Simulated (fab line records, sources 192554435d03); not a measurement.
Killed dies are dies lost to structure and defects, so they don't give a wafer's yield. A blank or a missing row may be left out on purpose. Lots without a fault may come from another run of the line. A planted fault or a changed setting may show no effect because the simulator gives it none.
fab line records | flow n5_finfet
record lots=10 wafers=27 last_day=17
route steps=1938 shown FIN_SAQP@127 BEOL_M4@1111 PASSIVATION@1936
lots that met no fault: from a run of the same line without faults
start_h: hours from the record's first day to the start of the lot's first wafer shown | wait_h: hours since the lot's step before | " the same as in the row above | L1.1+2: a row that stands for several wafers | - no value, or no start given | * or withheld: withheld | < > ~ a bound
route shown NAME@n: a module of which the file shows steps, and the number in the route of the first | usual: mean/standard deviation of fault-free wafers | same: alike in all rows | chamber/n: place in a boat | sites: the reading at each site | _std_site: their standard deviation | _edge_site: outer sites' mean less inner sites' | radius_mm: how far each site lies from the wafer's centre | mask NAME#n: copy n | behind: the tool/chamber that last shaped the wafer | hold: why the lot was held/for how many hours/how that ended | device: the transistor (n, p or np) that didn't switch | end of line: the same wafers' tests at the end of the route | a step without rows: its recipe alone | killed: dies lost to structure and defects at the first sort, not the wafer's yield | map: a wafer's dies, x killed, . not, _ none there
set.NAME: the setting as run; set.NAME@STEP: as run at that earlier step | model.NAME: the simulator's own value behind a step, which no gauge read
steps of the route over a sample of lots; a table a step, a row a wafer
services: from which hour (start_h, from the record's first day; less than 0 if before it) a tool's chamber was out of use, for how many hours, and why
## steps
# step N5_FIN_SAQP_MANDREL1_REMOVE_56
# recipe chemistry=HBr/Cl2/O2 bt_time_s=10 target=a-Si stop_on=SiNx endpoint=OES-SiCl over_etch_frac=1 icp_w=600 bias_w=22 HBr_flow_sccm=150 Cl2_flow_sccm=80 O2_flow_sccm=5 pressure_mtorr=10
# usual drypump_motor_current_A=5.9/0.48 mfc_cl2_sccm=80.02/0.24 oes_product_au=1.003/0.021 rf_fwd_power_W=596.5/2 throttle_valve_pct=36.7/0.36
# columns lot.wafer tool chamber start_h wait_h drypump_motor_current_A mfc_cl2_sccm oes_product_au rf_fwd_power_W rf_hours_counter_h throttle_valve_pct
L937.1 rie_si-02 0 30.48 0.1 5.1 79.96 0.998 597.9 146 36.5
L937.4 " 1 " " 5.1 79.83 0.993 596.6 185 36.6
L937.6 " 2 " " 6.5 79.66 1.024 596.8 - 37.2
L939.2 rie_si-03 2 44.31 0.1 5.3 80.07 0.981 594.3 66 37.6
L939.3 " 0 " " 5.1 80.28 1.003 594.3 187 36.4
L939.4 " 3 " " 5.9 80.16 0.977 594.8 28 36.7
L940.2 rie_si-03 2 49.08 0.1 5.3 80.01 0.984 592.9 66 37.6
L940.3 " 3 " " 5.9 80.28 0.989 596.1 28 36.7
L940.6 " 1 " " 6.1 79.86 0.986 594.2 - 36.9
L941.1 rie_si-05 3 54.30 0.1 6.3 80.07 0.984 599.9 127 36.2
L941.6 " 0 " " 6.0 79.91 1.019 599.3 - 36.7
L943.2 rie_si-02 0 66.31 0.1 5.1 79.81 1.005 601.2 147 36.5
L943.4 " 2 " " 6.5 80.08 1.030 596.1 68 37.2
L952.1 rie_si-02 1 120.38 0.1 5.1 79.80 0.999 598.0 186 36.6
L952.5 " 3 " " 6.2 80.40 0.990 597.9 - 36.9
L952.6 " 2 " " 6.5 79.94 1.021 596.4 - 37.2
L954.2 rie_si-05 2 132.09 0.1 6.2 79.64 1.018 592.0 100 36.6
L954.4 " 0 " " 6.1 79.85 1.024 598.7 170 36.7
L955.1 rie_si-05 3 137.31 0.1 6.3 79.98 0.982 596.9 128 36.2
L955.3 " 2 " " 6.2 79.66 1.030 597.4 100 36.6
L955.5 " 2 " " 6.2 80.14 1.032 598.6 - 36.6
L957.3 rie_si-05 0 151.10 0.1 6.0 80.09 1.027 598.6 171 36.7
L957.4 " 1 " " 6.0 79.74 1.036 596.8 103 36.4
L957.6 " 0 " " 6.0 80.14 1.028 597.2 - 36.7
L958.2 rie_si-02 3 156.28 0.1 6.2 79.82 0.987 594.6 113 36.9
L958.4 " 1 " " 5.1 80.62 0.997 600.8 187 36.6
L958.6 " 2 " " 6.5 79.77 1.028 596.3 - 37.2
# step N5_FIN_SAQP_RECESS_71
# recipe chemistry=HF/NH3 target=SiO2 target_depth_a=30 afs_cycles=1 temp_c=30 sublimation_temp_c=180 sublimation_time_s=60
# usual drypump_motor_current_A=5.43/0.29
# columns lot.wafer tool chamber start_h wait_h drypump_motor_current_A
L937.1 vapor_etch-02 1 31.47 0.0 5.05
L937.4 " 0 " " 5.46
L937.6 " 0 " " 5.46
L939.2 vapor_etch-02 1 45.33 0.0 5.06
L939.3 " 0 " " 5.47
L939.4 " 1 " " 5.05
L940.2 vapor_etch-01 0 50.54 0.0 5.56
L940.3 " 0 " " 5.56
L940.6 " 0 " " 5.57
L941.1 vapor_etch-01 0 55.34 0.0 5.56
L941.6 " 0 " " 5.55
L943.2 vapor_etch-02 0 67.29 0.0 5.48
L943.4 " 1 " " 5.05
L952.1 vapor_etch-02 0 121.68 0.0 5.45
L952.5 " 1 " " 5.06
L952.6 " 0 " " 5.47
L954.2 vapor_etch-02 1 133.08 0.0 5.07
L954.4 " 1 " " 5.07
L955.1 vapor_etch-01 1 138.45 0.0 5.89
L955.3 " 0 " " 5.56
L955.5 " 0 " " 5.55
L957.3 vapor_etch-02 1 152.21 0.1 5.07
L957.4 " 0 " " 5.47
L957.6 " 1 " " 5.07
L958.2 vapor_etch-02 0 157.37 0.0 5.47
L958.4 " 1 " " 5.07
L958.6 " 1 " " 5.04
# step N5_FIN_SAQP_SPACER2_ETCHBACK_29
# recipe chemistry=CHF3/O2 mode=anisotropic_etchback target=SiO2 target_depth_a=122 time_s=6.1 pressure_mtorr=30 source_w=650 bias_w=170 Ar_flow_sccm=200 CHF3_flow_sccm=50 O2_flow_sccm=5 ion_energy_ev=200
# usual drypump_motor_current_A=6.0/0.38 oes_product_au=0.77/0.066 rf_fwd_power_W=645.2/2.4 rf_vpp_V=524/11 showerhead_plenum_p_Torr=2.37/0.062 throttle_valve_pct=18.87/0.2
# same time_s=6.1
# columns lot.wafer tool chamber start_h wait_h drypump_motor_current_A oes_product_au rf_fwd_power_W rf_hours_counter_h rf_vpp_V showerhead_plenum_p_Torr throttle_valve_pct
L937.1 rie_diel-03 1 32.13 0.2 6.6 0.76 647.0 169 515 2.39 18.97
L937.4 " 3 " " 5.9 0.77 648.3 128 535 2.32 19.05
L937.6 " 2 " " 5.7 0.84 642.5 - 508 2.45 18.75
L939.2 rie_diel-04 3 45.80 0.2 5.1 0.70 644.4 241 541 2.46 19.18
L939.3 " 2 " " 6.1 0.75 645.8 174 535 2.39 18.87
L939.4 " 1 " " 6.3 0.89 651.4 36 514 2.36 18.43
L940.2 rie_diel-04 2 52.83 0.2 6.1 0.75 643.5 176 536 2.39 18.88
L940.3 " 1 " " 6.3 0.88 647.9 38 513 2.35 18.42
L940.6 " 2 " " 6.1 0.74 638.4 - 536 2.39 18.89
L941.1 rie_diel-04 1 55.95 0.2 6.3 1.07 646.8 39 514 2.35 18.47
L941.6 " 0 " " 5.8 0.70 642.0 - 515 2.29 18.86
L943.2 rie_diel-04 0 67.90 0.2 5.8 0.70 645.7 222 516 2.29 18.87
L943.4 " 1 " " 6.3 0.89 647.8 44 511 2.35 18.45
L952.1 rie_diel-03 1 122.15 0.2 6.6 0.73 645.7 205 513 2.38 19.05
L952.5 " 2 " " 5.7 0.81 647.0 - 510 2.44 18.80
L952.6 " 3 " " 5.9 0.74 647.6 - 535 2.31 19.09
L954.2 rie_diel-03 3 133.65 0.3 5.9 0.73 646.2 166 533 2.31 19.11
L954.4 " 1 " " 6.6 0.72 643.4 209 514 2.38 19.05
L955.1 rie_diel-04 3 138.93 0.2 5.1 0.93 642.7 13 541 2.45 18.89
L955.3 " 1 " " 6.3 0.84 649.2 70 512 2.34 18.48
L955.5 " 2 " " 6.1 0.72 647.4 - 535 2.38 18.93
L957.3 rie_diel-04 2 152.87 0.2 6.1 0.73 647.0 214 535 2.37 18.94
L957.4 " 1 " " 6.3 0.83 646.2 - 513 2.34 18.49
L957.6 " 3 " " 5.1 0.93 645.9 - 541 2.45 18.91
L958.2 rie_diel-03 1 157.84 0.2 6.6 0.72 645.7 218 513 2.38 19.08
L958.4 " 3 " " 5.9 0.72 645.0 175 532 2.30 19.12
L958.6 " 1 " " 6.6 0.72 646.0 - 514 2.38 19.06
# step N5_FIN_SAQP_ETCH_64
# recipe chemistry=CF4 target=SiO2 target_depth_a=15 ion_energy_ev=350 pressure_mtorr=10 icp_w=800 bias_w=400 cf4_flow_sccm=80
# usual cf4_flow_sccm=79.93/0.24 drypump_motor_current_A=5.9/0.48 oes_product_au=1.007/0.022 rf_fwd_power_W=783/3.9 throttle_valve_pct=21.74/0.23
# columns lot.wafer tool chamber start_h wait_h cf4_flow_sccm drypump_motor_current_A oes_product_au rf_fwd_power_W rf_hours_counter_h throttle_valve_pct
L937.1 rie_si-02 0 32.65 0.0 79.68 5.2 0.996 784 147 21.43
L937.4 " 2 " " 79.89 6.5 1.018 781 68 22.04
L937.6 " 2 " " 79.98 6.5 1.032 783 - 22.04
L939.2 rie_si-03 2 46.31 0.0 80.04 5.3 0.994 779 66 22.32
L939.3 " 3 " " 79.58 5.9 0.997 781 28 21.53
L939.4 " 1 " " 80.02 6.1 0.987 783 106 21.73
L940.2 rie_si-03 0 53.41 0.0 80.24 5.2 1.004 781 187 21.68
L940.3 " 2 " " 79.69 5.3 1.004 784 66 22.33
L940.6 " 2 " " 80.32 5.3 0.998 779 - 22.34
L941.1 rie_si-05 2 56.46 0.0 79.67 6.1 1.018 780 99 21.81
L941.6 " 2 " " 79.86 6.2 1.023 775 - 21.81
L943.2 rie_si-05 2 68.41 0.0 80.17 6.2 1.013 784 99 21.81
L943.4 " 1 " " 80.00 6.0 1.041 786 102 21.60
L952.1 rie_si-05 2 122.66 0.0 80.04 6.2 1.020 783 100 21.79
L952.5 " 0 " " 79.64 6.0 1.020 779 - 21.93
L952.6 " 1 " " 80.10 6.0 1.029 786 - 21.59
L954.2 rie_si-02 2 134.18 0.0 79.73 6.5 1.027 781 70 22.03
L954.4 " 1 " " 79.59 5.1 0.989 792 187 21.58
L955.1 rie_si-05 3 139.44 0.0 79.54 6.3 0.994 786 128 21.48
L955.3 " 0 " " 80.08 6.0 1.022 782 170 21.93
L955.5 " 0 " " 79.99 6.0 1.018 782 - 21.92
L957.3 rie_si-02 0 153.41 0.0 79.83 5.2 1.002 790 149 21.44
L957.4 " 2 " " 79.94 6.5 1.022 780 70 22.04
L957.6 " 2 " " 79.89 6.5 1.021 782 - 22.03
L958.2 rie_si-02 2 158.35 0.0 79.84 6.5 1.021 779 70 22.02
L958.4 " 0 " " 80.31 5.1 1.005 786 149 21.47
L958.6 " 1 " " 79.68 5.1 0.987 791 - 21.58
# step N5_BEOL_M4_RC_MEAS_101
# usual DIBL_N=37.2/1.9 DIBL_P=37.3/2.2 IOFF_N=0.18/0.038 IOFF_P=0.22/0.039 ION_N=678/11 ION_P=462/6.9 SS_N=71.8/0.68 SS_P=73.5/0.65 VT_N=249/3.4 VT_P=-250/3.2
# columns lot.wafer tool chamber start_h wait_h DIBL_N[mV/V] DIBL_P[mV/V] IOFF_N[nA/um] IOFF_P[nA/um] ION_N[uA/um] ION_P[uA/um] SS_N[mV/dec] SS_P[mV/dec] VT_N[mV] VT_P[mV]
L937.1 prober-02 0 179.31 0.0 35.0 34.6 0.13 0.15 660 449 71.1 72.9 250 -255
L937.4 " 0 " " 38.2 37.9 0.20 0.20 669 449 71.7 72.7 247 -252
L937.6 " 0 " " 34.7 35.4 0.14 0.17 677 458 71.3 73.3 250 -252
L940.2 prober-01 0 193.07 0.2 40.0 41.2 0.26 0.27 691 465 73.4 74.2 246 -250
L940.3 " 0 " " 39.1 40.7 0.24 0.27 691 464 72.2 73.8 245 -249
L940.6 " 0 " " 39.4 40.5 0.25 0.26 693 459 71.5 74.7 247 -249
L939.2 prober-02 0 193.29 0.2 37.6 37.9 0.18 0.26 673 465 71.8 73.4 248 -248
L939.3 " 0 " " 39.2 37.8 0.22 0.26 693 466 72.8 73.0 245 -245
L939.4 " 0 " " 36.5 35.9 0.16 0.22 664 460 72.1 73.3 251 -249
L941.1 prober-01 0 209.26 0.0 37.4 40.0 0.20 0.25 686 475 72.4 73.3 244 -247
L941.6 " 0 " " 35.6 36.7 0.16 0.20 679 457 71.0 73.1 251 -250
L943.2 prober-02 0 217.76 0.2 35.8 36.1 0.13 0.18 660 456 71.4 72.8 253 -253
L943.4 " 0 " " 40.0 40.3 0.22 0.25 683 464 72.9 73.4 249 -250
L952.1 prober-01 0 267.21 0.0 34.7 36.6 0.16 0.18 681 459 71.6 73.3 251 -253
L952.5 " 0 " " 35.3 37.4 0.17 0.19 684 458 71.5 73.4 246 -254
L952.6 " 0 " " 36.2 38.1 0.19 0.21 682 458 71.5 73.8 251 -250
L954.2 prober-01 0 281.17 0.2 41.3 41.9 0.26 0.31 689 467 73.0 75.0 244 -247
L954.4 " 0 " " 36.6 35.3 0.16 0.20 687 473 70.9 74.0 247 -249
L955.1 prober-01 0 291.84 0.0 37.6 35.7 0.16 0.21 677 463 71.9 73.2 249 -249
L955.3 " 0 " " 37.7 35.5 0.17 0.21 670 457 72.4 73.9 247 -250
L955.5 " 0 " " 37.3 36.3 0.16 0.24 677 464 72.1 73.7 248 -250
L957.3 prober-02 0 300.65 0.3 36.7 38.0 0.19 0.22 684 462 71.4 73.8 247 -250
L957.4 " 0 " " 37.6 39.6 0.22 0.26 690 462 72.2 73.6 247 -249
L957.6 " 0 " " 36.4 37.7 0.18 0.22 685 462 72.3 73.1 248 -250
L958.2 prober-01 0 301.36 0.2 37.2 40.0 0.18 0.22 668 452 72.0 74.4 250 -251
L958.4 " 0 " " 37.0 39.2 0.17 0.20 673 461 72.1 73.6 250 -255
L958.6 " 0 " " 35.9 37.1 0.14 0.17 655 445 72.4 73.8 254 -255
# step N5_PASSIVATION_PROBE_49
# usual defect_limited_yield=91.2/1.6 killed_at_M0_to_M3=31/10 killed_at_M4_up=14/4.4 killed_at_contacts=13/6 killed_at_front_end=43/13 killed_at_other=3.5/2.6 killed_dies=104/18 killed_open=68/14 killed_short=34/8.1 sort_bin_4_leakage=0.01/0.073 sort_bin_5_function=5.1/1.1 sort_bin_6_memory=3.3/0.68 sort_n_pass=1076/18 sort_yield_pct=91.2/1.6
# same gross_dies=1180 killed_at_back_side=0 sort_bin_8_speed[%]=0
# columns lot.wafer tool chamber start_h wait_h defect_limited_yield[%] killed_at_M0_to_M3 killed_at_M4_up killed_at_contacts killed_at_front_end killed_at_other killed_dies killed_open killed_short sort_bin_4_leakage[%] sort_bin_5_function[%] sort_bin_6_memory[%] sort_n_pass sort_yield_pct[%]
L943.2 prober-02 - 327.68 0.1 89.2 40 21 11 51 5 128 93 35 0 5.2 5.5 1052 89.2
# killed by level:class
L943.2 BEOL_M4:geometric_particle:open=15 FIN_SAQP:geometric_particle:short=12 MOL_CONTACT_COAG:geometric_particle:open=11 BEOL_M2:geometric_particle:open=9 FIN_SAQP:geometric_particle:open=8 BEOL_M0_SAQP:geometric_particle:open=8 ILD0:geometric_particle:open=7 BEOL_M1:geometric_particle:open=7
## services
# columns tool chamber start_h hours kind
rie_si-05 0 6.85 5.8 repair
rie_si-02 1 20.94 6.3 repair
rie_diel-04 - 26.51 1.0 repair
rie_si-05 - 28.11 2.8 pm
rie_diel-03 0 38.77 15.3 repair
rie_diel-04 3 73.27 - clean
rie_diel-04 3 73.27 - consumable_replace:focus_ring
rie_diel-04 3 73.27 14.5 scheduled_down
rie_diel-04 3 73.27 14.5 vent_cycle
rie_diel-04 3 99.28 11.7 repair
rie_si-03 - 119.49 0.2 repair
rie_diel-04 0 144.21 - clean
rie_diel-04 0 144.21 - consumable_replace:focus_ring
rie_diel-04 0 144.21 - consumable_replace:showerhead
rie_diel-04 0 144.21 16.1 scheduled_down
rie_diel-04 0 144.21 16.1 vent_cycle
## key
first_sign step=N5_FIN_SAQP_SPACER2_ETCHBACK_29 reading=oes_product_au direction=up sigmas=4.5 usual=0.77 struck=1.07
effect none on later readings
met_at N5_FIN_SAQP_SPACER2_ETCHBACK_29
struck_lots L941
struck_wafers L941.1
not_acting_at N5_FIN_SAQP_MANDREL1_REMOVE_56,N5_FIN_SAQP_RECESS_71,N5_FIN_SAQP_ETCH_64
onset_between 52.83 55.95
fault kind=process_parameter_drift tool=rie_diel-04 chamber=- onset_h=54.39 steps=N5_FIN_SAQP_SPACER2_ETCHBACK_29 channel=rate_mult offset=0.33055 shape=step end_h=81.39 scope=struck_wafers_only
